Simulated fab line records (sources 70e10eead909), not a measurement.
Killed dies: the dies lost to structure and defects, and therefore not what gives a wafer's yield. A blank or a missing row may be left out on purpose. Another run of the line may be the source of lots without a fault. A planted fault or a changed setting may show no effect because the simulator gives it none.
Which tool was responsible? || flow nandHarc || 36 wafers from 12 lots sampled at 6 of the route's 1159 steps

== WHAT THE GAUGES READ, wafer by wafer ==
NHARC_P_GATE_CD_MEAS_91: the cd target is 2000 nm.
{"lot": "L459", "measured": "day 5 16:58", "on": "cdSem-02", "cdNm (nm)": "1999.1 2001.9 2000.3"}
{"lot": "L461", "measured": "day 5 23:31", "on": "cdSem-02", "cdNm (nm)": "2001.1 1997.6 2001.5"}
{"lot": "L463", "measured": "day 6 14:14", "on": "cdSem-03", "cdNm (nm)": "1998.9 1996.1 1997.6"}
{"lot": "L468", "measured": "day 7 17:34", "on": "cdSem-01", "cdNm (nm)": "2319.2 2317.9 2322.1"}
{"lot": "L474", "measured": "day 9 03:51", "on": "cdSem-01", "cdNm (nm)": "2001.4 1999.8 2000.2"}
{"lot": "L475", "measured": "day 9 22:02", "on": "cdSem-03", "cdNm (nm)": "1997.9 2000.3 2000.1"}
{"lot": "L476", "measured": "day 9 22:47", "on": "cdSem-01", "cdNm (nm)": "1999.6 1996.7 1997.8"}
{"lot": "L477", "measured": "day 10 05:28", "on": "cdSem-03", "cdNm (nm)": "2000.4 2000.4 2001.2"}
{"lot": "L478", "measured": "day 10 05:57", "on": "cdSem-01", "cdNm (nm)": "1996.3 1999.7 2000.6"}
{"lot": "L479", "measured": "day 10 21:56", "on": "cdSem-01", "cdNm (nm)": "1999.2 1997.5 1995.3"}
{"lot": "L480", "measured": "day 10 22:16", "on": "cdSem-02", "cdNm (nm)": "1999.3 1996.7 1998.8"}
{"lot": "L481", "measured": "day 11 03:11", "on": "cdSem-02", "cdNm (nm)": "1998.4 1995.9 1997.6"}

NHARC_P_CONTACT_INSPECT_14.
{"lot": "L459", "measured": "day 5 21:53", "on": "defectInspect-01", "rawDefectCount": "7 6 5"}
{"lot": "L461", "measured": "day 6 04:26", "on": "defectInspect-01", "rawDefectCount": "1 6 1"}
{"lot": "L463", "measured": "day 6 18:59", "on": "defectInspect-02", "rawDefectCount": "3 3 5"}
{"lot": "L468", "measured": "day 7 23:01", "on": "defectInspect-02", "rawDefectCount": "0 4 4"}
{"lot": "L474", "measured": "day 9 08:45", "on": "defectInspect-02", "rawDefectCount": "2 0 3"}
{"lot": "L475", "measured": "day 10 02:43", "on": "defectInspect-02", "rawDefectCount": "1 2 5"}
{"lot": "L476", "measured": "day 10 04:06", "on": "defectInspect-02", "rawDefectCount": "1 2 3"}
{"lot": "L477", "measured": "day 10 10:22", "on": "defectInspect-01", "rawDefectCount": "4 3 2"}
{"lot": "L478", "measured": "day 10 11:22", "on": "defectInspect-01", "rawDefectCount": "4 2 3"}
{"lot": "L479", "measured": "day 11 02:47", "on": "defectInspect-02", "rawDefectCount": "7 6 2"}
{"lot": "L480", "measured": "day 11 02:56", "on": "defectInspect-02", "rawDefectCount": "3 4 3"}
{"lot": "L481", "measured": "day 11 08:05", "on": "defectInspect-02", "rawDefectCount": "3 1 2"}

NHARC_END_SORT_01.
{"lot": "L468", "measured": "day 22 01:56", "on": "prober-01", "killedAtArray": "26 26 29", "killedAtOther": "1 2 1", "killedAtPeriphery": "225 213 222", "killedDies": "252 241 252", "killedOpen": "3 2 2", "killedShort": "1 2 3"}

== EACH LOT AND THE TOOL THAT RAN IT (in order: tool; ch and the chambers of the sampled wafers; start) ==
{"lot": "L459", "NHARC_P_GATE_STRIP_101": "rieDiel-13 ch 0,2, day 5 12:32", "NHARC_P_GATE_EXPOSE_88": "krfScanner-03 ch 0, day 5 16:49", "NHARC_P_GATE_RTA_64": "rtpAnneal-02 ch 0, day 5 18:50"}
{"lot": "L461", "NHARC_P_GATE_STRIP_101": "rieDiel-01 ch 2,3, day 5 18:55", "NHARC_P_GATE_EXPOSE_88": "krfScanner-02 ch 0, day 5 23:21", "NHARC_P_GATE_RTA_64": "rtpAnneal-01 ch 0, day 6 01:20"}
{"lot": "L463", "NHARC_P_GATE_STRIP_101": "rieDiel-13 ch 0,2,3, day 6 09:57", "NHARC_P_GATE_EXPOSE_88": "krfScanner-03 ch 0, day 6 14:05", "NHARC_P_GATE_RTA_64": "rtpAnneal-02 ch 0, day 6 16:03"}
{"lot": "L468", "NHARC_P_GATE_STRIP_101": "rieDiel-01 ch 0,2,3, day 7 13:13", "NHARC_P_GATE_EXPOSE_88": "krfScanner-03 ch 0, day 7 17:25", "NHARC_P_GATE_RTA_64": "rtpAnneal-01 ch 0, day 7 19:49"}
{"lot": "L474", "NHARC_P_GATE_STRIP_101": "rieDiel-13 ch 0,3, day 8 23:35", "NHARC_P_GATE_EXPOSE_88": "krfScanner-01 ch 0, day 9 03:42", "NHARC_P_GATE_RTA_64": "rtpAnneal-01 ch 0, day 9 05:43"}
{"lot": "L475", "NHARC_P_GATE_STRIP_101": "rieDiel-01 ch 1,2,3, day 9 17:52", "NHARC_P_GATE_EXPOSE_88": "krfScanner-01 ch 0, day 9 21:53", "NHARC_P_GATE_RTA_64": "rtpAnneal-02 ch 0, day 9 23:50"}
{"lot": "L476", "NHARC_P_GATE_STRIP_101": "rieDiel-13 ch 2,3, day 9 18:21", "NHARC_P_GATE_EXPOSE_88": "krfScanner-01 ch 0, day 9 22:38", "NHARC_P_GATE_RTA_64": "rtpAnneal-01 ch 0, day 10 00:59"}
{"lot": "L477", "NHARC_P_GATE_STRIP_101": "rieDiel-01 ch 1,2,3, day 10 01:04", "NHARC_P_GATE_EXPOSE_88": "krfScanner-03 ch 0, day 10 05:19", "NHARC_P_GATE_RTA_64": "rtpAnneal-01 ch 0, day 10 07:16"}
{"lot": "L478", "NHARC_P_GATE_STRIP_101": "rieDiel-07 ch 0,2,3, day 10 01:32", "NHARC_P_GATE_EXPOSE_88": "krfScanner-01 ch 0, day 10 05:48", "NHARC_P_GATE_RTA_64": "rtpAnneal-01 ch 0, day 10 07:50"}
{"lot": "L479", "NHARC_P_GATE_STRIP_101": "rieDiel-01 ch 1,2,3, day 10 17:48", "NHARC_P_GATE_EXPOSE_88": "krfScanner-02 ch 0, day 10 21:47", "NHARC_P_GATE_RTA_64": "rtpAnneal-01 ch 0, day 10 23:45"}
{"lot": "L480", "NHARC_P_GATE_STRIP_101": "rieDiel-13 ch 0,1,2, day 10 17:51", "NHARC_P_GATE_EXPOSE_88": "krfScanner-01 ch 0, day 10 22:07", "NHARC_P_GATE_RTA_64": "rtpAnneal-01 ch 0, day 11 00:07"}
{"lot": "L481", "NHARC_P_GATE_STRIP_101": "rieDiel-01 ch 0,1,2, day 10 22:48", "NHARC_P_GATE_EXPOSE_88": "krfScanner-03 ch 0, day 11 03:02", "NHARC_P_GATE_RTA_64": "rtpAnneal-01 ch 0, day 11 04:59"}
- NHARC_P_GATE_STRIP_101: strips in O2, time 20 s.
- NHARC_P_GATE_EXPOSE_88: exposes mask P HVN, target cd 2000 nm.
- NHARC_P_GATE_RTA_64: time 1 s.

== AS READ BY THE TOOLS THEMSELVES (means over the sampled wafers that have a number; for cases with no such wafer, the mark the record gives instead) ==
NHARC_P_GATE_STRIP_101.
{"lot": "L459", "tool": "rieDiel-13", "drypumpMotorCurrentA (A)": 5.5, "oesProductAu (a.u.)": 1.004, "rfVppV (V)": 57.2, "showerheadPlenumPTorr (Torr)": 3.39, "throttleValvePct (%)": 17.033}
{"lot": "L461", "tool": "rieDiel-01", "drypumpMotorCurrentA (A)": 5.8, "oesProductAu (a.u.)": 0.993, "rfVppV (V)": 57.8, "showerheadPlenumPTorr (Torr)": 3.61, "throttleValvePct (%)": 17.029}
{"lot": "L463", "tool": "rieDiel-13", "drypumpMotorCurrentA (A)": 5.7, "oesProductAu (a.u.)": 1.002, "rfVppV (V)": 57.6, "showerheadPlenumPTorr (Torr)": 3.48, "throttleValvePct (%)": 17.044}
{"lot": "L468", "tool": "rieDiel-01", "drypumpMotorCurrentA (A)": 6.1, "oesProductAu (a.u.)": 0.989, "rfVppV (V)": 58.2, "showerheadPlenumPTorr (Torr)": 3.49, "throttleValvePct (%)": 17.050}
{"lot": "L474", "tool": "rieDiel-13", "drypumpMotorCurrentA (A)": 5.7, "oesProductAu (a.u.)": 0.995, "rfVppV (V)": 57.9, "showerheadPlenumPTorr (Torr)": 3.54, "throttleValvePct (%)": 17.042}
{"lot": "L475", "tool": "rieDiel-01", "drypumpMotorCurrentA (A)": 5.5, "oesProductAu (a.u.)": 0.997, "rfVppV (V)": 57.9, "showerheadPlenumPTorr (Torr)": 3.50, "throttleValvePct (%)": 17.035}
{"lot": "L476", "tool": "rieDiel-13", "drypumpMotorCurrentA (A)": 6.0, "oesProductAu (a.u.)": 1.008, "rfVppV (V)": 57.9, "showerheadPlenumPTorr (Torr)": 3.55, "throttleValvePct (%)": 17.028}
{"lot": "L477", "tool": "rieDiel-01", "drypumpMotorCurrentA (A)": 5.5, "oesProductAu (a.u.)": 0.994, "rfVppV (V)": 58.6, "showerheadPlenumPTorr (Torr)": 3.50, "throttleValvePct (%)": 17.038}
{"lot": "L478", "tool": "rieDiel-07", "drypumpMotorCurrentA (A)": 5.7, "oesProductAu (a.u.)": 0.995, "rfVppV (V)": 57.1, "showerheadPlenumPTorr (Torr)": 3.61, "throttleValvePct (%)": 17.033}
{"lot": "L479", "tool": "rieDiel-01", "drypumpMotorCurrentA (A)": 5.5, "oesProductAu (a.u.)": 0.991, "rfVppV (V)": 56.9, "showerheadPlenumPTorr (Torr)": 3.49, "throttleValvePct (%)": 17.039}
{"lot": "L480", "tool": "rieDiel-13", "drypumpMotorCurrentA (A)": 5.6, "oesProductAu (a.u.)": 0.996, "rfVppV (V)": 56.8, "showerheadPlenumPTorr (Torr)": 3.39, "throttleValvePct (%)": 17.032}
{"lot": "L481", "tool": "rieDiel-01", "drypumpMotorCurrentA (A)": 5.9, "oesProductAu (a.u.)": 0.998, "rfVppV (V)": 56.9, "showerheadPlenumPTorr (Torr)": 3.43, "throttleValvePct (%)": 17.041}

NHARC_P_GATE_RTA_64.
{"lot": "L459", "tool": "rtpAnneal-02", "annealTempCMax": 1054.5, "lampPowerPct (%)": 31.7, "lamp_zone_1_pct (%)": 31.8, "wafer_temp_C_max": 1056.0}
{"lot": "L461", "tool": "rtpAnneal-01", "annealTempCMax": 1055.0, "lampPowerPct (%)": 37.3, "lamp_zone_1_pct (%)": 37.4, "wafer_temp_C_max": 1054.5}
{"lot": "L463", "tool": "rtpAnneal-02", "annealTempCMax": 1053.3, "lampPowerPct (%)": 31.8, "lamp_zone_1_pct (%)": 31.8, "wafer_temp_C_max": 1056.0}
{"lot": "L468", "tool": "rtpAnneal-01", "annealTempCMax": 1055.3, "lampPowerPct (%)": 37.4, "lamp_zone_1_pct (%)": 37.4, "wafer_temp_C_max": 1054.0}
{"lot": "L474", "tool": "rtpAnneal-01", "annealTempCMax": 1056.2, "lampPowerPct (%)": 37.4, "lamp_zone_1_pct (%)": 37.4, "wafer_temp_C_max": 1054.3}
{"lot": "L475", "tool": "rtpAnneal-02", "annealTempCMax": 1053.3, "lampPowerPct (%)": 31.7, "lamp_zone_1_pct (%)": 31.7, "wafer_temp_C_max": 1054.6}
{"lot": "L476", "tool": "rtpAnneal-01", "annealTempCMax": 1055.1, "lampPowerPct (%)": 37.5, "lamp_zone_1_pct (%)": 37.4, "wafer_temp_C_max": 1054.4}
{"lot": "L477", "tool": "rtpAnneal-01", "annealTempCMax": 1055.1, "lampPowerPct (%)": 37.4, "lamp_zone_1_pct (%)": 37.4, "wafer_temp_C_max": 1054.3}
{"lot": "L478", "tool": "rtpAnneal-01", "annealTempCMax": 1054.6, "lampPowerPct (%)": 37.4, "lamp_zone_1_pct (%)": 37.4, "wafer_temp_C_max": 1054.4}
{"lot": "L479", "tool": "rtpAnneal-01", "annealTempCMax": 1054.9, "lampPowerPct (%)": 37.3, "lamp_zone_1_pct (%)": 37.3, "wafer_temp_C_max": 1053.7}
{"lot": "L480", "tool": "rtpAnneal-01", "annealTempCMax": 1055.6, "lampPowerPct (%)": 37.4, "lamp_zone_1_pct (%)": 37.4, "wafer_temp_C_max": 1053.2}
{"lot": "L481", "tool": "rtpAnneal-01", "annealTempCMax": 1055.1, "lampPowerPct (%)": 37.4, "lamp_zone_1_pct (%)": 37.4, "wafer_temp_C_max": 1054.1}

== THE ANSWER, worked out from the rows above alone ==
Rule: the usual values come from the lots themselves. The widest of any qualifying gaps counts: lots, ordered by their means at a reading, are off when they make up no more than a third of the lots, leave a main group of 4 or more, and stand apart from it by 3 or more times the standard deviation of that group's means. A main group is skipped when, at the precision printed for the reading in the tables above, its means are all equal. A lot without any number at a reading at which 4 lots or more have one is off too. The other lots that the step has rows for count as sound. Order of review: gauges by route order, followed by the tools' own readings, for which a lot's mean as printed above is used. At the first step where some lot is off, the reading lying furthest off is the one used; lots without a number count as furthest.
Off: L468, at NHARC_P_GATE_CD_MEAS_91 (cdNm). The main group has a mean of 1998.9 nm with a standard deviation of 1.3.
If a tool, at a process step before that reading, ran all the lots that are off and no sound lot after the first of them, it fits. Those tools and the gauges at NHARC_P_GATE_CD_MEAS_91 are tried in the same way. Of those tried, none fits.

== WHAT THE SIMULATOR PUT IN ==
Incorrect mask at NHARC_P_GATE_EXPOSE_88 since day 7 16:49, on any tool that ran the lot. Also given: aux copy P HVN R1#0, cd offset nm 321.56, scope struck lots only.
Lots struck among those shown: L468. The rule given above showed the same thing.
